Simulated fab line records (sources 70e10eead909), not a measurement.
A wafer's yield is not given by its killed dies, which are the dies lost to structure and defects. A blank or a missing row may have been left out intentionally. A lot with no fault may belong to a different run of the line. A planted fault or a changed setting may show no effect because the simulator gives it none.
Chamber matching / flow nand-harc / NHARC_A_CONTACT_DEP_24 on pecvd-04: 3 sister chambers
The step deposits SiO2, target thk 500 nm. 6 wafers are shown with their chamber, then 9 later ones without.

WAFERS, EACH WITH ITS CHAMBER
wafer=L085.1; chamber=0; throttle-valve-pct (%)=16.1; heater-power-w (W)=497
wafer=L085.2; chamber=2; throttle-valve-pct (%)=17.3; heater-power-w (W)=808
wafer=L085.3; chamber=1; throttle-valve-pct (%)=15.8; heater-power-w (W)=511
wafer=L086.3; chamber=0; throttle-valve-pct (%)=16.2; heater-power-w (W)=538
wafer=L086.4; chamber=1; throttle-valve-pct (%)=15.8; heater-power-w (W)=437
wafer=L086.6; chamber=2; throttle-valve-pct (%)=17.4; heater-power-w (W)=798

WAFERS WITH NO CHAMBER GIVEN
wafer=L094.2; throttle-valve-pct (%)=16.0; heater-power-w (W)=583
wafer=L094.4; throttle-valve-pct (%)=17.2; heater-power-w (W)=890
wafer=L094.6; throttle-valve-pct (%)=15.9; heater-power-w (W)=599
wafer=L097.2; throttle-valve-pct (%)=15.9; heater-power-w (W)=590
wafer=L097.4; throttle-valve-pct (%)=17.2; heater-power-w (W)=707
wafer=L097.6; throttle-valve-pct (%)=16.1; heater-power-w (W)=621
wafer=L096.1; throttle-valve-pct (%)=16.2; heater-power-w (W)=631
wafer=L096.2; throttle-valve-pct (%)=17.8; heater-power-w (W)=895
wafer=L096.3; throttle-valve-pct (%)=16.2; heater-power-w (W)=571

WHICH CHAMBER EACH ONE RAN IN
wafer=L094.2; from the rows above=can't be placed: 0 or 1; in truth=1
wafer=L094.4; from the rows above=2; in truth=2
wafer=L094.6; from the rows above=can't be placed: 1 or 0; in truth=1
wafer=L097.2; from the rows above=can't be placed: 1 or 0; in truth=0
wafer=L097.4; from the rows above=2; in truth=2
wafer=L097.6; from the rows above=0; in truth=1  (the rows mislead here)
wafer=L096.1; from the rows above=0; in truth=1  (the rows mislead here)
wafer=L096.2; from the rows above=2; in truth=2
wafer=L096.3; from the rows above=0; in truth=0
4 of 9 placed correctly. Can't be placed from these rows: 3 (the true chamber is among the candidates in 3). Wrongly placed: 2.
How it was worked out, from the rows above alone: a wafer's distance from a chamber is the root of the sum, over the readings, of the square of ((its reading less the chamber's mean) divided by the reading's scatter). If the next closest chamber is less than 2 further off than the closest, the wafer can't be placed; otherwise it belongs to the closest. For every chamber, the mean is computed from those of its wafers that are shown. The scatter: the root of (the sum of the squares of (reading less its chamber's mean) over the shown wafers, divided by (wafers less chambers)).
